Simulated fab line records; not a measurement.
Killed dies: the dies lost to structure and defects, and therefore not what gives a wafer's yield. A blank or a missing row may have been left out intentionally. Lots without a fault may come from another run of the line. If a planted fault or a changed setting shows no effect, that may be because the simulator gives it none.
Which tool did it? || flow nandHarc || 13 lots with 39 wafers sampled at 6 steps, on a route of 1302 steps

## WHAT THE GAUGES READ, wafer by wafer
NHARC_P_STI_CD_MEAS_09: target cd 200 nm. Usual: cdNm 199.6 nm, standard deviation 2.3.
{"lot": "L233", "measured": "day 3 00:47", "on": "cdSem-01", "cdNm (nm)": "199.1 199.6 201.6", "flag": ""}
{"lot": "L234", "measured": "day 3 06:54", "on": "cdSem-02", "cdNm (nm)": "197.8 194.7 200.7", "flag": ""}
{"lot": "L235", "measured": "day 3 15:13", "on": "cdSem-01", "cdNm (nm)": "201.7 197.0 203.3", "flag": ""}
{"lot": "L237", "measured": "day 4 12:01", "on": "cdSem-01", "cdNm (nm)": "201.6 197.4 197.6", "flag": ""}
{"lot": "L238", "measured": "day 4 23:04", "on": "cdSem-03", "cdNm (nm)": "197.4 198.1 195.1", "flag": ""}
{"lot": "L239", "measured": "day 5 08:11", "on": "cdSem-02", "cdNm (nm)": "199.9 200.7 196.9", "flag": ""}
{"lot": "L240", "measured": "day 5 19:14", "on": "cdSem-01", "cdNm (nm)": "202.1 200.0 198.9", "flag": ""}
{"lot": "L241", "measured": "day 6 07:42", "on": "cdSem-01", "cdNm (nm)": "203.4 196.4 202.0", "flag": ""}
{"lot": "L242", "measured": "day 7 00:47", "on": "cdSem-01", "cdNm (nm)": "197.6 199.6 198.0", "flag": ""}
{"lot": "L244", "measured": "day 7 14:04", "on": "cdSem-01", "cdNm (nm)": "209.5 204.7 207.9", "flag": "OFF"}
{"lot": "L254", "measured": "day 11 12:43", "on": "cdSem-01", "cdNm (nm)": "197.6 197.2 200.1", "flag": ""}
{"lot": "L255", "measured": "day 12 00:04", "on": "cdSem-03", "cdNm (nm)": "197.7 194.3 200.7", "flag": ""}
{"lot": "L256", "measured": "day 12 09:56", "on": "cdSem-03", "cdNm (nm)": "199.9 199.8 200.2", "flag": ""}

NHARC_P_STI_OVL_MEAS_10. Usual: overlayXNm 3 nm, standard deviation 5.3; overlayYNm 0 nm, standard deviation 6.2.
{"lot": "L233", "measured": "day 3 00:52", "on": "overlay-01", "overlayXNm (nm)": "5 4 4", "overlayYNm (nm)": "-1 -1 -1", "flag": ""}
{"lot": "L234", "measured": "day 3 07:00", "on": "overlay-02", "overlayXNm (nm)": "-1 0 -1", "overlayYNm (nm)": "7 6 6", "flag": ""}
{"lot": "L235", "measured": "day 3 15:17", "on": "overlay-02", "overlayXNm (nm)": "4 4 3", "overlayYNm (nm)": "-4 -4 -4", "flag": ""}
{"lot": "L237", "measured": "day 4 12:06", "on": "overlay-02", "overlayXNm (nm)": "5 5 4", "overlayYNm (nm)": "-3 -3 -3", "flag": ""}
{"lot": "L238", "measured": "day 4 23:08", "on": "overlay-02", "overlayXNm (nm)": "1 1 1", "overlayYNm (nm)": "0 -1 -1", "flag": ""}
{"lot": "L239", "measured": "day 5 08:16", "on": "overlay-01", "overlayXNm (nm)": "9 9 9", "overlayYNm (nm)": "16 15 15", "flag": ""}
{"lot": "L240", "measured": "day 5 19:20", "on": "overlay-02", "overlayXNm (nm)": "-1 -1 0", "overlayYNm (nm)": "-4 -4 -4", "flag": ""}
{"lot": "L241", "measured": "day 6 07:47", "on": "overlay-01", "overlayXNm (nm)": "-11 -11 -11", "overlayYNm (nm)": "-2 -2 -2", "flag": ""}
{"lot": "L242", "measured": "day 7 00:52", "on": "overlay-02", "overlayXNm (nm)": "2 2 2", "overlayYNm (nm)": "17 17 17", "flag": ""}
{"lot": "L244", "measured": "day 7 14:10", "on": "overlay-01", "overlayXNm (nm)": "7 5 7", "overlayYNm (nm)": "3 3 4", "flag": ""}
{"lot": "L254", "measured": "day 11 12:48", "on": "overlay-01", "overlayXNm (nm)": "13 13 13", "overlayYNm (nm)": "-1 -1 -1", "flag": ""}
{"lot": "L255", "measured": "day 12 00:09", "on": "overlay-01", "overlayXNm (nm)": "4 4 3", "overlayYNm (nm)": "-7 -7 -7", "flag": ""}
{"lot": "L256", "measured": "day 12 10:02", "on": "overlay-01", "overlayXNm (nm)": "-4 -4 -4", "overlayYNm (nm)": "3 3 2", "flag": ""}

NHARC_P_STI_OCD_MEAS_17. Usual: trenchDepthNm 300 nm, standard deviation 3.3; trenchFootCdNm 157.6 nm, standard deviation 2.3.
{"lot": "L233", "measured": "day 3 01:34", "on": "ocd-01", "trenchDepthNm (nm)": "300 300 293", "trenchFootCdNm (nm)": "157.3 157.9 160.7", "flag": ""}
{"lot": "L234", "measured": "day 3 07:42", "on": "ocd-01", "trenchDepthNm (nm)": "299 300 300", "trenchFootCdNm (nm)": "155.7 153.1 158.9", "flag": ""}
{"lot": "L235", "measured": "day 3 15:59", "on": "ocd-01", "trenchDepthNm (nm)": "304 307 302", "trenchFootCdNm (nm)": "158.9 154.3 161.1", "flag": ""}
{"lot": "L237", "measured": "day 4 12:51", "on": "ocd-01", "trenchDepthNm (nm)": "300 295 301", "trenchFootCdNm (nm)": "159.6 156.3 155.5", "flag": ""}
{"lot": "L238", "measured": "day 4 23:51", "on": "ocd-02", "trenchDepthNm (nm)": "300 299 300", "trenchFootCdNm (nm)": "155.3 156.3 153.5", "flag": ""}
{"lot": "L239", "measured": "day 5 08:58", "on": "ocd-01", "trenchDepthNm (nm)": "299 293 298", "trenchFootCdNm (nm)": "158.0 159.4 155.4", "flag": ""}
{"lot": "L240", "measured": "day 5 20:07", "on": "ocd-02", "trenchDepthNm (nm)": "300 299 303", "trenchFootCdNm (nm)": "160.3 158.2 156.4", "flag": ""}
{"lot": "L241", "measured": "day 6 08:29", "on": "ocd-01", "trenchDepthNm (nm)": "305 301 300", "trenchFootCdNm (nm)": "160.6 154.2 160.5", "flag": ""}
{"lot": "L242", "measured": "day 7 01:34", "on": "ocd-01", "trenchDepthNm (nm)": "304 302 304", "trenchFootCdNm (nm)": "155.1 156.6 155.4", "flag": ""}
{"lot": "L244", "measured": "day 7 14:51", "on": "ocd-02", "trenchDepthNm (nm)": "296 297 301", "trenchFootCdNm (nm)": "167.8 163.0 166.0", "flag": "OFF"}
{"lot": "L254", "measured": "day 11 13:31", "on": "ocd-01", "trenchDepthNm (nm)": "303 293 297", "trenchFootCdNm (nm)": "154.4 155.9 158.7", "flag": ""}
{"lot": "L255", "measured": "day 12 00:51", "on": "ocd-02", "trenchDepthNm (nm)": "300 306 306", "trenchFootCdNm (nm)": "155.6 151.3 158.0", "flag": ""}
{"lot": "L256", "measured": "day 12 10:44", "on": "ocd-01", "trenchDepthNm (nm)": "299 299 299", "trenchFootCdNm (nm)": "158.4 158.0 159.1", "flag": ""}

NHARC_P_GATE_CD_MEAS_11: target cd 1640 nm. Usual: cdNm 1639.3 nm, standard deviation 2.2.
{"lot": "L233", "measured": "day 4 15:30", "on": "cdSem-03", "cdNm (nm)": "1640.7 1641.1 1639.7", "flag": ""}
{"lot": "L234", "measured": "day 4 21:50", "on": "cdSem-01", "cdNm (nm)": "1642.4 1639.9 1641.2", "flag": ""}
{"lot": "L235", "measured": "day 5 05:48", "on": "cdSem-03", "cdNm (nm)": "1640.9 1640.3 1639.1", "flag": ""}
{"lot": "L237", "measured": "day 6 03:58", "on": "cdSem-01", "cdNm (nm)": "1641.4 1642.0 1642.6", "flag": ""}
{"lot": "L238", "measured": "day 7 04:09", "on": "cdSem-01", "cdNm (nm)": "1637.2 1638.5 1639.2", "flag": ""}
{"lot": "L239", "measured": "day 7 12:49", "on": "cdSem-03", "cdNm (nm)": "1639.0 1641.1 1640.2", "flag": ""}
{"lot": "L240", "measured": "day 7 20:29", "on": "cdSem-03", "cdNm (nm)": "1637.9 1642.9 1639.4", "flag": ""}
{"lot": "L241", "measured": "day 8 02:16", "on": "cdSem-03", "cdNm (nm)": "1642.3 1639.4 1638.0", "flag": ""}
{"lot": "L242", "measured": "day 8 12:40", "on": "cdSem-01", "cdNm (nm)": "1642.2 1641.3 1641.7", "flag": ""}
{"lot": "L244", "measured": "day 9 04:32", "on": "cdSem-02", "cdNm (nm)": "1637.2 1636.7 1636.5", "flag": ""}
{"lot": "L254", "measured": "day 13 02:54", "on": "cdSem-01", "cdNm (nm)": "1642.7 1641.2 1640.2", "flag": ""}
{"lot": "L255", "measured": "day 13 10:33", "on": "cdSem-03", "cdNm (nm)": "1639.5 1636.4 1636.6", "flag": ""}
{"lot": "L256", "measured": "day 13 22:34", "on": "cdSem-02", "cdNm (nm)": "1636.0 1637.0 1638.0", "flag": ""}

NHARC_P_GATE_CD_MEAS_33. Usual: cdNm 120.0 nm, standard deviation 2.5.
{"lot": "L233", "measured": "day 5 10:45", "on": "cdSem-03", "cdNm (nm)": "118.1 120.3 117.9", "flag": ""}
{"lot": "L234", "measured": "day 5 16:53", "on": "cdSem-03", "cdNm (nm)": "121.7 119.1 118.9", "flag": ""}
{"lot": "L235", "measured": "day 6 02:28", "on": "cdSem-02", "cdNm (nm)": "120.5 120.0 119.9", "flag": ""}
{"lot": "L237", "measured": "day 6 19:11", "on": "cdSem-01", "cdNm (nm)": "117.5 119.6 120.8", "flag": ""}
{"lot": "L238", "measured": "day 7 19:19", "on": "cdSem-03", "cdNm (nm)": "125.3 124.0 117.0", "flag": ""}
{"lot": "L239", "measured": "day 8 07:03", "on": "cdSem-03", "cdNm (nm)": "120.5 119.1 118.1", "flag": ""}
{"lot": "L240", "measured": "day 8 13:57", "on": "cdSem-03", "cdNm (nm)": "118.1 121.6 117.2", "flag": ""}
{"lot": "L241", "measured": "day 8 17:09", "on": "cdSem-03", "cdNm (nm)": "122.2 122.8 119.6", "flag": ""}
{"lot": "L242", "measured": "day 9 05:51", "on": "cdSem-03", "cdNm (nm)": "119.3 116.8 114.7", "flag": ""}
{"lot": "L244", "measured": "day 9 23:02", "on": "cdSem-02", "cdNm (nm)": "117.3 120.6 118.3", "flag": ""}
{"lot": "L254", "measured": "day 14 00:55", "on": "cdSem-02", "cdNm (nm)": "118.0 119.1 118.2", "flag": ""}
{"lot": "L255", "measured": "day 14 05:22", "on": "cdSem-01", "cdNm (nm)": "120.5 121.2 122.0", "flag": ""}
{"lot": "L256", "measured": "day 14 13:53", "on": "cdSem-01", "cdNm (nm)": "120.2 121.5 122.4", "flag": ""}

## TOOL THAT RAN EACH LOT (tool first, then ch and the chambers of the sampled wafers, then the start)
{"lot": "L233", "NHARC_P_STI_EXPOSE_06": "krfScanner-04 ch 0, day 3 00:38"}
{"lot": "L234", "NHARC_P_STI_EXPOSE_06": "krfScanner-02 ch 0, day 3 06:46"}
{"lot": "L235", "NHARC_P_STI_EXPOSE_06": "krfScanner-04 ch 0, day 3 15:04"}
{"lot": "L237", "NHARC_P_STI_EXPOSE_06": "krfScanner-02 ch 0, day 4 11:52"}
{"lot": "L238", "NHARC_P_STI_EXPOSE_06": "krfScanner-03 ch 0, day 4 22:55"}
{"lot": "L239", "NHARC_P_STI_EXPOSE_06": "krfScanner-03 ch 0, day 5 08:02"}
{"lot": "L240", "NHARC_P_STI_EXPOSE_06": "krfScanner-04 ch 0, day 5 19:05"}
{"lot": "L241", "NHARC_P_STI_EXPOSE_06": "krfScanner-02 ch 0, day 6 07:33"}
{"lot": "L242", "NHARC_P_STI_EXPOSE_06": "krfScanner-04 ch 0, day 7 00:38"}
{"lot": "L244", "NHARC_P_STI_EXPOSE_06": "krfScanner-02 ch 0, day 7 13:55"}
{"lot": "L254", "NHARC_P_STI_EXPOSE_06": "krfScanner-03 ch 0, day 11 12:34"}
{"lot": "L255", "NHARC_P_STI_EXPOSE_06": "krfScanner-02 ch 0, day 11 23:55"}
{"lot": "L256", "NHARC_P_STI_EXPOSE_06": "krfScanner-03 ch 0, day 12 09:47"}
- NHARC_P_STI_EXPOSE_06: exposes mask P STI, target cd 200 nm.

## WHAT THE TOOLS THEMSELVES READ (means of the sampled wafers that have a number; where no wafer has one, the mark that the record gives instead)
The record holds no such reading with a usual standard deviation.

## THE ANSWER, worked out from the rows above alone
Rule: take the mean of a lot's wafers that have a number; if it is more than 3 standard deviations from the usual mean, the lot is off. Also off: a lot with no number at a reading for which 4 or more lots have one. Where the step has rows for the other lots, those lots are counted as sound. After the gauges, taken in route order, come the tools' own readings; for these a lot's mean is taken, as printed above. At the first step where some lot is off, the reading lying furthest off is the one used; lots without a number count as furthest.
Off: L244 (NHARC_P_STI_CD_MEAS_09, cdNm).
A tool fits if, at a process step before that reading, it ran every lot that is off, and no sound lot after the first of them. Not tried: the gauges at NHARC_P_STI_CD_MEAS_09; whatever is off there is also off at NHARC_P_STI_OCD_MEAS_17, on other tools, and gauge error can't account for it. Of those tried, none fits.

## WHAT THE SIMULATOR PUT IN
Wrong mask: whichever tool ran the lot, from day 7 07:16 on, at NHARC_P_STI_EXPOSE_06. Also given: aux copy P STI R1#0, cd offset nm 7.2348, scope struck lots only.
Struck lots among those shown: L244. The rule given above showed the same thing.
